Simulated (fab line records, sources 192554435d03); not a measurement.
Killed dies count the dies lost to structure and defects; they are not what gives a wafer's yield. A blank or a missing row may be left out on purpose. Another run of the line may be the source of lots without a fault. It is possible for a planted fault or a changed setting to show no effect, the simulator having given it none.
Split-lot study / flow n5 finfet / on a route of 1938 steps: 7 lots, 21 wafers read

SPLIT DETAILS
At N5_HKMG_FIN_COAT_43 (resist thk 90 nm), the setting spin rpm was moved away from the recipe's 1500 rpm on 7 of the 21 wafers read, by -9.5% to +6.9%. The other wafers ran this setting at the recipe's value.

The reading is taken at the split's own step.

THE READING
CAR-ArF_of_HKMG_FIN_COAT_43.thk nm (the simulator's own value, which no gauge read), in nm, at N5_HKMG_FIN_COAT_43 (resist thk 90 nm). There is no usual value for it anywhere in the file. The 14 wafers here that ran the recipe average 90.1 nm, standard deviation 0.21 nm.

wafer=L077.2; tool, chamber at the split=litho track-02, 0; spin rpm as run, rpm=1358; against the recipe=-9.5%; CAR-ArF_of_HKMG_FIN_COAT_43.thk nm, nm=94.8; against lot-mates on the recipe=+4.6
wafer=L077.3; tool, chamber at the split=litho track-02, 0; spin rpm as run, rpm=1500; against the recipe=recipe; CAR-ArF_of_HKMG_FIN_COAT_43.thk nm, nm=90.2; against lot-mates on the recipe=-
wafer=L077.5; tool, chamber at the split=litho track-02, 0; spin rpm as run, rpm=1358; against the recipe=-9.5%; CAR-ArF_of_HKMG_FIN_COAT_43.thk nm, nm=94.6; against lot-mates on the recipe=+4.4
wafer=L079.2; tool, chamber at the split=litho track-01, 0; spin rpm as run, rpm=1500; against the recipe=recipe; CAR-ArF_of_HKMG_FIN_COAT_43.thk nm, nm=90.2; against lot-mates on the recipe=-
wafer=L079.4; tool, chamber at the split=litho track-01, 0; spin rpm as run, rpm=1500; against the recipe=recipe; CAR-ArF_of_HKMG_FIN_COAT_43.thk nm, nm=90.2; against lot-mates on the recipe=-
wafer=L079.6; tool, chamber at the split=litho track-01, 0; spin rpm as run, rpm=1500; against the recipe=recipe; CAR-ArF_of_HKMG_FIN_COAT_43.thk nm, nm=90; against lot-mates on the recipe=-
wafer=L081.4; tool, chamber at the split=litho track-01, 0; spin rpm as run, rpm=1500; against the recipe=recipe; CAR-ArF_of_HKMG_FIN_COAT_43.thk nm, nm=90; against lot-mates on the recipe=-
wafer=L081.6; tool, chamber at the split=litho track-01, 0; spin rpm as run, rpm=1500; against the recipe=recipe; CAR-ArF_of_HKMG_FIN_COAT_43.thk nm, nm=90; against lot-mates on the recipe=-
wafer=L081.5; tool, chamber at the split=litho track-01, 0; spin rpm as run, rpm=1598; against the recipe=+6.5%; CAR-ArF_of_HKMG_FIN_COAT_43.thk nm, nm=87; against lot-mates on the recipe=-3.0
wafer=L083.2; tool, chamber at the split=litho track-02, 0; spin rpm as run, rpm=1500; against the recipe=recipe; CAR-ArF_of_HKMG_FIN_COAT_43.thk nm, nm=90; against lot-mates on the recipe=-
wafer=L083.5; tool, chamber at the split=litho track-02, 0; spin rpm as run, rpm=1500; against the recipe=recipe; CAR-ArF_of_HKMG_FIN_COAT_43.thk nm, nm=90; against lot-mates on the recipe=-
wafer=L083.3; tool, chamber at the split=litho track-02, 0; spin rpm as run, rpm=1500; against the recipe=recipe; CAR-ArF_of_HKMG_FIN_COAT_43.thk nm, nm=90.2; against lot-mates on the recipe=-
wafer=L084.1; tool, chamber at the split=litho track-01, 0; spin rpm as run, rpm=1543; against the recipe=+2.9%; CAR-ArF_of_HKMG_FIN_COAT_43.thk nm, nm=88.4; against lot-mates on the recipe=-1.2
wafer=L084.4; tool, chamber at the split=litho track-01, 0; spin rpm as run, rpm=1543; against the recipe=+2.9%; CAR-ArF_of_HKMG_FIN_COAT_43.thk nm, nm=88.6; against lot-mates on the recipe=-1.0
wafer=L084.6; tool, chamber at the split=litho track-01, 0; spin rpm as run, rpm=1500; against the recipe=recipe; CAR-ArF_of_HKMG_FIN_COAT_43.thk nm, nm=89.6; against lot-mates on the recipe=-
wafer=L090.3; tool, chamber at the split=litho track-01, 0; spin rpm as run, rpm=1500; against the recipe=recipe; CAR-ArF_of_HKMG_FIN_COAT_43.thk nm, nm=90; against lot-mates on the recipe=-
wafer=L090.4; tool, chamber at the split=litho track-01, 0; spin rpm as run, rpm=1433; against the recipe=-4.5%; CAR-ArF_of_HKMG_FIN_COAT_43.thk nm, nm=92.4; against lot-mates on the recipe=+2.3
wafer=L090.5; tool, chamber at the split=litho track-01, 0; spin rpm as run, rpm=1500; against the recipe=recipe; CAR-ArF_of_HKMG_FIN_COAT_43.thk nm, nm=90.2; against lot-mates on the recipe=-
wafer=L092.1; tool, chamber at the split=litho track-01, 0; spin rpm as run, rpm=1500; against the recipe=recipe; CAR-ArF_of_HKMG_FIN_COAT_43.thk nm, nm=90.2; against lot-mates on the recipe=-
wafer=L092.2; tool, chamber at the split=litho track-01, 0; spin rpm as run, rpm=1500; against the recipe=recipe; CAR-ArF_of_HKMG_FIN_COAT_43.thk nm, nm=90.6; against lot-mates on the recipe=-
wafer=L092.4; tool, chamber at the split=litho track-01, 0; spin rpm as run, rpm=1604; against the recipe=+6.9%; CAR-ArF_of_HKMG_FIN_COAT_43.thk nm, nm=87.8; against lot-mates on the recipe=-2.6

FIT RESULTS
A straight line over all 21 wafers: CAR-ArF_of_HKMG_FIN_COAT_43.thk nm changes by -0.465 nm for each +1% of spin rpm; r = -0.99; the points scatter about the line by 0.3 nm.
The same after taking each lot's own level away (the mean of its wafers on the recipe; 21 wafers): -0.454 nm for each +1%; r = -1.00; scatter 0.18 nm.
Per that fit: largest spin rpm move, reading shift of 4.3 nm.
Measured against the standard deviation above, the lots' own levels, which go from 89.60 to 90.40 nm, span 3.8 times it.
The two slopes agree, so the slope changes little with the lot-to-lot level.
Check: +4.26 nm against its lot-mates is what the line predicts for one of the wafers moved furthest among these (-9.5%) when that wafer is left out of the fit. Against them it came out at +4.6 nm.

OTHER SPLITS ON THESE WAFERS
Other splits were also applied to these wafers ahead of the reading. Each is held against what the fit with the lots' levels taken away leaves over:
other split on the same wafers=N5_ZERO_LAYER_DEVELOP_10 develop time s; wafers away from the commonest value=6; r with CAR-ArF_of_HKMG_FIN_COAT_43.thk nm (lot level and that fit taken away)=-0.10
other split on the same wafers=N5_PMOS_HMC_CHANNEL_EPI_EXPOSE_06 dose mj; wafers away from the commonest value=5; r with CAR-ArF_of_HKMG_FIN_COAT_43.thk nm (lot level and that fit taken away)=-0.53
other split on the same wafers=N5_PMOS_HMC_CHANNEL_EPI_DESCUM_14 time s; wafers away from the commonest value=8; r with CAR-ArF_of_HKMG_FIN_COAT_43.thk nm (lot level and that fit taken away)=-0.29
other split on the same wafers=N5_FIN_CUT_CUT_ETCH_15 time s; wafers away from the commonest value=8; r with CAR-ArF_of_HKMG_FIN_COAT_43.thk nm (lot level and that fit taken away)=+0.19
other split on the same wafers=N5_DUMMY_GATE_ETCH_37 source w; wafers away from the commonest value=6; r with CAR-ArF_of_HKMG_FIN_COAT_43.thk nm (lot level and that fit taken away)=-0.12
other split on the same wafers=N5_DUMMY_GATE_ETCH_31 target depth a; wafers away from the commonest value=5; r with CAR-ArF_of_HKMG_FIN_COAT_43.thk nm (lot level and that fit taken away)=+0.01
other split on the same wafers=N5_SD_EPI_P_EPI_21 time s; wafers away from the commonest value=4; r with CAR-ArF_of_HKMG_FIN_COAT_43.thk nm (lot level and that fit taken away)=+0.04
other split on the same wafers=N5_SD_ACTIVATION_LSA_01 temp c; wafers away from the commonest value=8; r with CAR-ArF_of_HKMG_FIN_COAT_43.thk nm (lot level and that fit taken away)=+0.01
other split on the same wafers=N5_HKMG_FIN_HK_ALD_01 ald cycles; wafers away from the commonest value=7; r with CAR-ArF_of_HKMG_FIN_COAT_43.thk nm (lot level and that fit taken away)=-0.08

THE FILE'S OWN FIT
CAR-ArF_of_HKMG_FIN_COAT_43.thk nm changes by -0.449 nm for each +1% of spin rpm, r = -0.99.
